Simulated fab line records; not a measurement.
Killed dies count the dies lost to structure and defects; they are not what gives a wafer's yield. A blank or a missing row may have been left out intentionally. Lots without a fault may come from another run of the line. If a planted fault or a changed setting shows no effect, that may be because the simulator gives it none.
What tool caused it? -- flow n5Finfet -- 8 lots with 24 wafers sampled at 5 steps, on a route of 1938 steps

== WHAT THE GAUGES READ, wafer by wafer ==
N5_BEOL_M4_RC_MEAS_101. Usual: DIBL_N 36.2 mV/V, standard deviation 1.6; DIBL_P 36.5 mV/V, standard deviation 1.9; IOFF_N 0.158 nA/um, standard deviation 0.027; IOFF_P 0.21 nA/um, standard deviation 0.038; ION_N 675 uA/um, standard deviation 12; ION_P 464 uA/um, standard deviation 8.9; SS_N 71.5 mV/dec, standard deviation 0.61; SS_P 73.4 mV/dec, standard deviation 0.59; VT_N 250.4 mV, standard deviation 3; VT_P -250 mV, standard deviation 3.6.
lot,measured,on,DIBL_N (mV/V),DIBL_P (mV/V),IOFF_N (nA/um),IOFF_P (nA/um),ION_N (uA/um),ION_P (uA/um),SS_N (mV/dec),SS_P (mV/dec),VT_N (mV),VT_P (mV),flag
L410,day 8 17:38,prober-01,36.9 38.4 36.7,36.6 37.3 35.5,0.154 0.171 0.148,0.22 0.22 0.20,666 669 670,461 461 458,72.4 71.9 71.7,73.5 74.1 72.9,254.4 251.4 253.9,-251 -252 -252,
L411,day 8 18:03,prober-02,34.7 36.7 35.4,34.0 37.3 35.1,0.134 0.164 0.147,0.16 0.21 0.17,658 661 650,450 457 446,70.6 71.9 71.8,72.6 73.3 72.7,253.2 253.0 254.2,-257 -250 -256,
L416,day 10 02:59,prober-02,37.6 35.8 35.6,38.5 37.4 37.4,0.184 0.158 0.165,0.24 0.22 0.22,698 686 696,475 467 477,72.1 71.1 71.1,73.9 73.5 73.4,245.7 250.7 247.4,-249 -249 -248,
L419,day 11 11:46,prober-02,34.4 37.1 36.1,33.6 37.9 35.3,0.128 0.175 0.154,0.15 0.22 0.17,658 672 674,446 456 456,70.3 71.5 71.2,72.3 74.1 72.9,251.3 248.8 248.4,-258 -250 -251,
L423,day 12 12:49,prober-02,36.2 35.3 35.5,35.3 34.9 35.6,0.141 0.142 0.138,0.18 0.18 0.18,677 668 685,464 460 457,70.7 71.1 71.1,73.0 72.6 73.1,250.3 249.4 251.5,-253 -252 -254,
L424,day 12 15:55,prober-01,36.6 37.2 35.2,37.1 37.6 36.7,0.172 0.176 0.142,0.21 0.22 0.20,666 669 673,463 458 462,72.4 72.7 71.5,72.5 74.3 73.6,249.4 250.6 252.4,-252 -252 -253,
L427,day 13 19:52,prober-02,38.4 37.6 37.1,36.8 36.5 35.7,0.179 0.163 0.161,0.26 0.25 0.22,673 666 658,468 467 457,72.1 72.0 72.8,73.3 74.1 73.2,249.6 249.4 253.0,-247 -247 -247,
L428,day 13 14:35,prober-02,35.7 36.8 35.6,35.7 38.1 36.5,0.158 0.175 0.165,0.18 0.23 0.20,677 666 677,459 457 468,71.2 71.6 71.4,72.7 73.8 72.8,248.8 247.5 248.2,-254 -250 -251,

== TOOL THAT RAN EACH LOT (tool first, then ch and the chambers of the sampled wafers, then the start) ==
lot,N5_BEOL_M0_SAQP_MANDREL_ETCH_103,N5_BEOL_M0_SAQP_DESCUM_45,N5_BEOL_M0_SAQP_ALD_48,N5_BEOL_M0_SAQP_STRIP_75
L410,"rieSi-02 ch 0,2,3, day 6 05:46","rieDiel-06 ch 0,2,3, day 6 07:47","aldSin-03 ch 1,2, day 6 08:04","rieDiel-01 ch 1,2,3, day 6 08:46"
L411,"rieSi-05 ch 0,3, day 6 12:17","rieDiel-03 ch 1,3, day 6 14:39","aldSin-03 ch 0,1,3, day 6 14:58","rieDiel-03 ch 0,2,3, day 6 15:35"
L416,"rieSi-02 ch 0,1,3, day 7 18:30","rieDiel-01 ch 1,2,3, day 7 20:35","aldSin-03 ch 0,3, day 7 20:53","rieDiel-06 ch 0,3, day 7 21:30"
L419,"rieSi-05 ch 0,1,3, day 8 13:12","rieDiel-01 ch 0,1,3, day 8 20:07","aldSin-03 ch 1,2,3, day 8 20:24","rieDiel-03 ch 2,3, day 8 21:09"
L423,"rieSi-02 ch 0,3, day 9 15:11","rieDiel-06 ch 0,1,3, day 9 17:17","aldSin-04 ch 0,1, day 9 17:52","rieDiel-06 ch 0,2,3, day 9 18:30"
L424,"rieSi-02 ch 0,1, day 9 23:29","rieDiel-01 ch 1,2, day 10 01:51","aldSin-04 ch 0,1, day 10 02:08","rieDiel-01 ch 0,3, day 10 02:46"
L427,"rieSi-05 ch 0,1,3, day 10 17:58","rieDiel-01 ch 2,3, day 10 22:19","aldSin-01 ch 0,1,2, day 10 22:36","rieDiel-03 ch 2,3, day 10 23:13"
L428,"rieSi-05 ch 1,2,3, day 10 22:24","rieDiel-03 ch 1,3, day 11 00:25","aldSin-04 ch 0,1,3, day 11 00:41","rieDiel-03 ch 0,1,3, day 11 01:19"
- N5_BEOL_M0_SAQP_MANDREL_ETCH_103: etches a-Si in HBr/Cl2, stops on SiCN, target depth 45 nm, bt time 10 s, time 27 s.
- N5_BEOL_M0_SAQP_DESCUM_45: chemistry O2, time 7 s.
- N5_BEOL_M0_SAQP_ALD_48: deposits SiO2, target thk 20 nm, pulse time 1 s, co reactant pulse time 1 s.
- N5_BEOL_M0_SAQP_STRIP_75: strips in CF4.

== WHAT THE TOOLS THEMSELVES READ (means of the sampled wafers that have a number; where no wafer has one, the mark that the record gives instead) ==
N5_BEOL_M0_SAQP_MANDREL_ETCH_103. Usual: chamberPressureMTorr 10.001 mTorr, standard deviation 0.011; drypumpMotorCurrentA 5.5 A, standard deviation 0.57; oesProductAu 0.678 a.u., standard deviation 0.011; throttleValvePct 35.34 %, standard deviation 0.25.
lot,tool,chamberPressureMTorr (mTorr),drypumpMotorCurrentA (A),oesProductAu (a.u.),throttleValvePct (%),flag
L410,rieSi-02,10.001,5.2,0.682,35.39,
L411,rieSi-05,10.002,5.0,0.677,35.24,
L416,rieSi-02,9.995,5.5,0.688,35.33,
L419,rieSi-05,9.999,5.2,0.677,35.24,
L423,rieSi-02,10.002,5.6,0.683,35.26,
L424,rieSi-02,10.004,5.4,0.685,35.38,
L427,rieSi-05,10.000,5.2,0.672,35.26,
L428,rieSi-05,9.997,5.3,0.670,35.39,

N5_BEOL_M0_SAQP_DESCUM_45. Usual: value, then standard deviation, for each; biasPowerW 20.00 W / 0.061; chamberPressureMTorr 20.000 mTorr / 0.016; drypumpMotorCurrentA 5.7 A / 0.55; oesProductAu 0.79 a.u. / 0.09; rfVppV 243.2 V / 1.3; showerheadPlenumPTorr 2.10 Torr / 0.065; throttleValvePct 20.41 % / 0.25.
lot,tool,biasPowerW (W),chamberPressureMTorr (mTorr),drypumpMotorCurrentA (A),oesProductAu (a.u.),rfVppV (V),showerheadPlenumPTorr (Torr),throttleValvePct (%),flag
L410,rieDiel-06,20.05,20.011,5.6,0.84,243.1,2.09,20.26,
L411,rieDiel-03,19.96,20.001,5.6,0.87,243.3,2.16,20.37,
L416,rieDiel-01,19.97,19.993,5.6,0.75,242.0,2.09,20.42,
L419,rieDiel-01,20.00,19.998,5.3,0.73,242.9,2.08,20.60,
L423,rieDiel-06,19.99,19.999,5.7,0.75,241.7,2.09,20.47,
L424,rieDiel-01,20.02,19.992,5.2,0.73,244.8,2.13,20.33,
L427,rieDiel-01,20.02,19.974,5.9,0.75,242.4,2.04,20.59,
L428,rieDiel-03,19.97,20.004,5.5,0.75,244.9,2.16,20.59,

N5_BEOL_M0_SAQP_ALD_48. Usual: heaterPowerW 75 W, standard deviation 8; precursorPulseHeightRel 1.001, standard deviation 0.019.
lot,tool,heaterPowerW (W),precursorPulseHeightRel,flag
L410,aldSin-03,79,0.996,
L411,aldSin-03,78,1.012,
L416,aldSin-03,84,0.986,
L419,aldSin-03,75,0.995,
L423,aldSin-04,66,0.991,
L424,aldSin-04,64,1.002,
L427,aldSin-01,76,1.008,
L428,aldSin-04,70,0.993,

N5_BEOL_M0_SAQP_STRIP_75. Usual: biasPowerW 74.99 W, standard deviation 0.22; chamberPressureMTorr 49.99 mTorr, standard deviation 0.046; drypumpMotorCurrentA 5.7 A, standard deviation 0.57; oesProductAu 0.180 a.u., standard deviation 0.02; powerW 300.0 W, standard deviation 0.94; rfVppV 271.3 V, standard deviation 1.4; showerheadPlenumPTorr 1.80 Torr, standard deviation 0.048; throttleValvePct 13.60 %, standard deviation 0.27.
lot,tool,biasPowerW (W),chamberPressureMTorr (mTorr),drypumpMotorCurrentA (A),oesProductAu (a.u.),powerW (W),rfVppV (V),showerheadPlenumPTorr (Torr),throttleValvePct (%),flag
L410,rieDiel-01,75.01,50.00,5.6,0.178,299.1,270.6,1.80,13.62,
L411,rieDiel-03,75.03,50.02,6.2,0.162,299.2,271.5,1.82,13.76,
L416,rieDiel-06,75.09,49.98,5.9,0.183,300.2,272.4,1.83,13.62,
L419,rieDiel-03,75.04,50.00,5.8,0.161,299.6,271.7,1.82,13.88,
L423,rieDiel-06,74.89,49.95,5.6,0.187,300.5,271.2,1.77,13.46,
L424,rieDiel-01,74.89,49.99,5.7,0.172,299.0,269.9,1.74,13.78,
L427,rieDiel-03,74.91,49.97,5.8,0.180,300.3,271.3,1.82,13.72,
L428,rieDiel-03,75.25,50.03,5.9,0.198,299.8,271.4,1.83,13.42,

== THE ANSWER, worked out from the rows above alone ==
Rule: take the mean of a lot's wafers that have a number; if it is more than 3 standard deviations from the usual mean, the lot is off. A lot without any number at a reading at which 4 lots or more have one is off too. Where the step has rows for the other lots, those lots are counted as sound. The gauges are gone through in route order, then the tools' own readings, and for those a lot's mean is taken as printed above. The first step at which some lot is off is used, and at that step the reading that is off furthest; a lot without a number counts as furthest.
None of the lots is off at any reading shown; this tells nothing.

== WHAT WAS PUT IN BY THE SIMULATOR ==
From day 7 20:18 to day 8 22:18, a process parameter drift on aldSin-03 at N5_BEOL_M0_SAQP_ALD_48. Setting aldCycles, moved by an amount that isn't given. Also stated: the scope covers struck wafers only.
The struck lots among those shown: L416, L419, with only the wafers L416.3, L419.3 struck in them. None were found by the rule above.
